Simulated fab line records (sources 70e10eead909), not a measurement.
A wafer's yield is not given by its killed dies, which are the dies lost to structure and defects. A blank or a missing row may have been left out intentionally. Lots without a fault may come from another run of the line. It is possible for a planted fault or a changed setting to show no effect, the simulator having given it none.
Problem report in the 8D (eight disciplines) form, filled by code | flow nandHarc | the parts of the form that need people (team, actions taken, sign-off) are left out

## 1. PROBLEM STATEMENT
killedAtArray at NHARC_END_SORT_01 reads a mean of 178 on 2 wafers of 2 lots; wafers without a fault read 55 with a standard deviation of 12. Measured from the usual mean, that is +10 standard deviations.
First observed at day 28 16:09: wafer L412.1, on prober-01. The record holds 37 wafers of 13 lots with a number at this step. By rule, "out" or "out of limits" means more than 4 standard deviations away from the usual mean. The other wafers with a number count as sound.

## 2. WHAT THIS IS AND IS NOT
question                    | is                        | is not
which readings at this step | killedAtArray, killedDies | killedAtOther, killedAtPeriphery, killedOpen
which lots                  | L411, L412                | L401, L402, L403, L406, L407, L410, L419, L421, L422, L423, L424
which wafers of those lots  | L411.6, L412.1            | L412.2, L412.6
read on which gauges        | prober-01, prober-02      | -
when                        | from day 28 16:09         | up to then (18 sound wafers); but 17 sound wafers of L412, L419, L421, L422, L423, L424 came after

## 3. WHAT RULES OUT EACH SUSPECT
Counting: any tool at a process step up to the reading remains a suspect provided it ran every lot that is out. Sound lots after the first of them don't rule it out here, since some wafers of a struck lot are sound.
- the gauge at NHARC_END_SORT_01: ruled out. 2 gauges (prober-01, prober-02) read the wafers that are out.
- cvdW-02 at NHARC_A_WL_FILL_CVD_03 (deposits W, target thk 40 nm, time 279 s): kept. Every lot that is out went through it, the first being L412 (day 24 16:21); the last sound lot it ran before that was L410 (day 24 02:25).
- plasmaAsher-02 at NHARC_A_WL_FILL_STRIP_27 (strips in N2/H2, time 20 s): kept. Every lot that is out went through it, the first being L412 (day 24 17:07); the last sound lot it ran before that was L410 (day 24 03:10).
- The sound lot-mates ran in chamber 1 of cvdW-02 at NHARC_A_WL_FILL_CVD_03, but the wafers that are out ran in chamber 0.
- The sound lot-mates ran in chamber 1 of plasmaAsher-02 at NHARC_A_WL_FILL_STRIP_27, but the wafers that are out ran in chamber 0.
The count leaves plasmaAsher-02 at NHARC_A_WL_FILL_STRIP_27 and cvdW-02 at NHARC_A_WL_FILL_CVD_03.

## 4. THE CAUSE (what the simulator had put in)
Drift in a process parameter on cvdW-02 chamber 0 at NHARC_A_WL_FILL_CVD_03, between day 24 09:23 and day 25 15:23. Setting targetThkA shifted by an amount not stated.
Of the 2 suspects that counting leaves, this tool is one.

## 5. SEQUENCE OF EFFECTS, ordered by route
One row per reading whose mean, taken over the struck wafers that have a number, lies over 3 standard deviations from the usual. Only readings for which the record gives a usual standard deviation are gone through. hours: the time from each lot's start at the first step in this table that gives one to its start at this step, as a median over the lots. sigmas: the change in usual standard deviations.
hours | step              | reading       | usual | on struck wafers | change | sigmas
0     | NHARC_END_SORT_01 | killedAtArray | 55    | 178              | +124   | +10
0     | NHARC_END_SORT_01 | killedDies    | 60    | 185              | +125   | +10

## 6. WHAT WOULD HAVE CAUGHT IT SOONER
103 hours passed between the start of the fault at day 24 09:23 and the first reading out of limits at a measuring or inspecting step in this record, taken at day 28 16:09.
Tool readings at NHARC_A_WL_FILL_CVD_03 with a usual standard deviation given in the record: none out on any struck wafer, hence no alarm at a limit of 4 standard deviations on them.
All the lots that are out (2) had begun NHARC_A_WL_FILL_CVD_03 on cvdW-02 by day 28 16:09. Holding the tool at that point would not have protected any of them.
